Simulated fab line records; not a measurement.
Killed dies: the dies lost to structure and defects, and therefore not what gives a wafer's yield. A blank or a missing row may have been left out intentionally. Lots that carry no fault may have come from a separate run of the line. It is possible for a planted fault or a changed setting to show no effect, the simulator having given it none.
Chamber matching    flow n5Finfet    4 sister chambers for N5_MOL_CONTACT_COAG_ETCH_47 on rieDiel-02
The step etches SiNx in CH3F/O2, stops on W, target depth 27 nm. 4 wafers are shown with their chamber, then 8 later ones without.

== WAFERS PAIRED WITH THEIR CHAMBERS ==
wafer   chamber  showerheadPlenumPTorr (Torr)
L083.4  1        2.07
L083.5  2        2.00
L083.6  3        2.11
L087.2  0        2.05

== WAFERS MISSING THEIR CHAMBER ==
wafer   showerheadPlenumPTorr (Torr)
L087.3  2.11
L087.6  2.00
L089.1  2.11
L089.4  1.99
L089.6  2.04
L097.2  2.10
L097.3  2.07
L097.6  2.07

== EACH ONE'S CHAMBER ==
wafer   from the rows above  in truth
L087.3  3                    3
L087.6  2                    2
L089.1  3                    3
L089.4  2                    2
L089.6  0                    0
L097.2  3                    3
L097.3  1                    1
L097.6  1                    1
Placed correctly: 8 of 8. Number that these rows cannot place: 0. 0 placed wrongly.
How it was worked out, from the rows above alone: a wafer's distance from a chamber is the root of the sum, over the readings, of the square of ((its reading less the chamber's mean) divided by the reading's scatter). The wafer belongs to the nearest chamber; if the next one is less than 2 further off, it can't be placed. For every chamber, the mean is computed from those of its wafers that are shown. The scatter (one wafer shown for each chamber): square how far every hidden wafer sits from the nearest shown wafer, average those squares and take the square root.
